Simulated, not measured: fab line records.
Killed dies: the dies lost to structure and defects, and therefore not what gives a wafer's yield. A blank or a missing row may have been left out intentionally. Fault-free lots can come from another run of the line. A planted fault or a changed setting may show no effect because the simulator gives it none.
Matching of chambers -- flow n5_finfet -- ald_metal-02 running N5_BEOL_M10_ALD_74: 4 sister chambers
The step deposits TaN, target thk 2 nm, pulse time 2 s, purge time 3 s. 4 wafers are shown with their chamber, then 7 later ones without.

## WAFERS WITH THEIR CHAMBER
wafer,chamber,heater_power_w (W)
L086.2,1,452
L095.5,3,402
L093.2,0,491
L093.4,2,423

## WAFERS WITH NO CHAMBER GIVEN
wafer,heater_power_w (W)
L093.6,448
L096.2,416
L096.5,416
L096.6,465
L097.1,486
L097.5,416
L097.6,498

## WHICH CHAMBER EACH WENT THROUGH
wafer,from the rows above,in truth
L093.6,1,1
L096.2,can't be placed: 2 or 3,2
L096.5,can't be placed: 2 or 3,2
L096.6,can't be placed: 1 or 0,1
L097.1,0,0
L097.5,can't be placed: 2 or 3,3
L097.6,0,0
3 of 7 placed correctly. Not placeable from these rows: 4 (in 4, the candidates include the true chamber). Placed wrongly: 0.
How it was worked out, from the rows above alone: a wafer's distance from a chamber is the root of the sum, over the readings, of the square of ((its reading less the chamber's mean) divided by the reading's scatter). The wafer belongs to the nearest chamber; if the next one is less than 2 further off, it can't be placed. A chamber's mean is the mean of its shown wafers. The scatter: root of mean squared gap, hidden wafer to nearest shown wafer, with one shown wafer a chamber.
